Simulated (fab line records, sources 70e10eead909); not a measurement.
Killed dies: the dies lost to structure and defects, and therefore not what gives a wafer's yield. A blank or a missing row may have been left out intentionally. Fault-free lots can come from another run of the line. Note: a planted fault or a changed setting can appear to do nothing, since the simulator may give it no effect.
Which tool did it? | flow nandHarc | 33 wafers from 11 lots sampled at 2 of the route's 1159 steps

## WHAT THE GAUGES READ, wafer by wafer
NHARC_A_CONTACT_CD_MEAS_08: the cd target is 100 nm.
lot  | measured     | on       | cdNm (nm)
L341 | day 16 23:07 | cdSem-03 | 101.0 100.3 100.2
L340 | day 17 00:31 | cdSem-03 | 99.7 99.1 99.4
L345 | day 17 10:32 | cdSem-02 | 100.1 100.4 99.8
L342 | day 17 11:47 | cdSem-03 | 100.1 100.4 99.2
L343 | day 17 16:17 | cdSem-02 | 100.0 100.6 99.6
L346 | day 18 06:50 | cdSem-03 | 99.5 99.9 100.5
L347 | day 18 14:50 | cdSem-03 | 98.9 99.4 99.6
L344 | day 18 15:46 | cdSem-03 | 100.4 100.0 100.3
L350 | day 20 09:13 | cdSem-01 | 99.6 99.9 99.5
L357 | day 21 08:40 | cdSem-01 | 99.2 99.2 99.7
L359 | day 21 17:19 | cdSem-02 | 99.2 100.0 99.2

## TOOL THAT RAN EACH LOT (tool first, then ch and the chambers of the sampled wafers, then the start)
lot  | NHARC_A_CONTACT_ETCH_106
L341 | rieDiel-07 ch 0,2,3, day 16 19:47
L340 | rieDiel-08 ch 0,3, day 16 20:33
L345 | rieDiel-01 ch 0,3, day 17 07:09
L342 | rieDiel-07 ch 0,2, day 17 08:25
L343 | rieDiel-07 ch 0,2,3, day 17 13:40
L346 | rieDiel-01 ch 0,3, day 18 01:02
L347 | rieDiel-01 ch 0,1, day 18 11:35
L344 | rieDiel-08 ch 1,3, day 18 13:12
L350 | rieDiel-07 ch 1,3, day 20 05:22
L357 | rieDiel-01 ch 0,1,2, day 21 06:09
L359 | rieDiel-07 ch 0,3, day 21 14:37
- NHARC_A_CONTACT_ETCH_106: etches the open film in CF4/O2, target depth 60 nm, overetch 6 nm, time 33 s.

## THE ANSWER, worked out from the rows above alone
Rule: usual is defined by the lots themselves. Put in order of their means at a reading, lots are off if they are a third of the lots or fewer, leave a main group of 4 or more, and stand apart from it by a gap of 3 or more times the standard deviation of the main group's means; of several such gaps the widest counts. A main group whose means are all the same, to the digits that the tables above print for the reading, isn't used. A lot without any number at a reading at which 4 lots or more have one is off too. All remaining lots with rows at the step are treated as sound.
Nothing can be told from this: no lot is off at any reading shown.

## WHAT HAD BEEN PUT IN BY THE SIMULATOR
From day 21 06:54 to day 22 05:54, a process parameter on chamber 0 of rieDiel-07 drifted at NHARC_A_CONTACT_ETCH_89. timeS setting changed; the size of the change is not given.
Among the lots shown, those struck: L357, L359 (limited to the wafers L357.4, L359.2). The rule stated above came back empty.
